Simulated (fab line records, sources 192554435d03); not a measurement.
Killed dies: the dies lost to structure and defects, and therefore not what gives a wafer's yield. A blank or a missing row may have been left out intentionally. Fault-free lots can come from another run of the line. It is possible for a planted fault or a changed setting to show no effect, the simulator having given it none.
Matching of chambers ; flow n5Finfet ; N5_BEOL_M5_ALD_86 on aldMetal-03: 4 sister chambers
The step deposits TaN, pulse time 2 s, purge time 3 s, co reactant purge time 2 s. 22 wafers are shown with their chamber, then 11 later ones without.

== WAFERS, EACH WITH ITS CHAMBER ==
wafer;chamber;heaterPowerW (W);heaterPowerOuterW (W);precursorVesselPressureTorr (Torr)
L074.1;3;399;243;26.23
L074.4;0;389;223;26.23
L074.6;2;440;229;26.28
L077.1;2;448;226;26.32
L077.2;1;449;233;26.26
L077.4;3;413;241;26.18
L082.3;0;393;216;26.27
L082.4;2;446;235;26.31
L082.6;3;389;243;26.24
L083.2;1;447;241;26.34
L083.5;1;461;235;26.23
L083.6;2;450;234;26.26
L084.1;0;390;215;26.25
L084.3;1;444;237;26.22
L084.5;2;431;237;26.22
L085.2;3;411;246;26.23
L085.4;0;386;220;26.20
L085.6;2;442;233;26.23
L087.1;0;383;219;26.22
L087.2;3;403;240;26.18
L087.5;1;456;237;26.26
L091.1;1;447;235;26.20

SIGNATURES (averages over the wafers above)
reading;chamber 0;chamber 1;chamber 2;chamber 3;scatter within a chamber
heaterPowerW;388.20;450.67;442.83;403.00;7
heaterPowerOuterW;218.60;236.33;232.33;242.60;3.19
precursorVesselPressureTorr;26.2340;26.2517;26.2700;26.2120;0.0386
Rule: a wafer lies at a distance from a chamber equal to the root of the sum of squares, over the readings, of (its reading less the chamber's mean, divided by the reading's scatter). The wafer belongs to the nearest chamber; if the next one is less than 2 further off, it can't be placed. The scatter: take each reading less its chamber's mean, square it, sum over the shown wafers, divide by the number of wafers less the number of chambers, and take the root.

== WAFERS WITH NO CHAMBER GIVEN ==
wafer;heaterPowerW (W);heaterPowerOuterW (W);precursorVesselPressureTorr (Torr)
L091.2;399;246;26.22
L091.4;444;235;26.27
L092.2;428;235;26.28
L092.4;452;235;26.19
L092.5;405;242;26.25
L095.1;404;238;26.22
L095.3;448;237;26.24
L095.6;404;243;26.27
L097.1;422;238;26.21
L097.3;462;234;26.25
L097.6;468;239;26.23

== EACH ONE'S CHAMBER ==
wafer;from the rows above;in truth
L091.2;3;3
L091.4;can't be placed: 2 or 1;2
L092.2;can't be placed: 2 or 1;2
L092.4;can't be placed: 1 or 2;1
L092.5;3;3
L095.1;3;3
L095.3;can't be placed: 1 or 2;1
L095.6;3;3
L097.1;can't be placed: 3 or 2 or 1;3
L097.3;can't be placed: 1 or 2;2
L097.6;can't be placed: 1 or 2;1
Placed correctly: 4 of 11. Unplaceable from these rows: 7, with the true chamber sitting among the candidates in 7. Wrongly placed: 0.
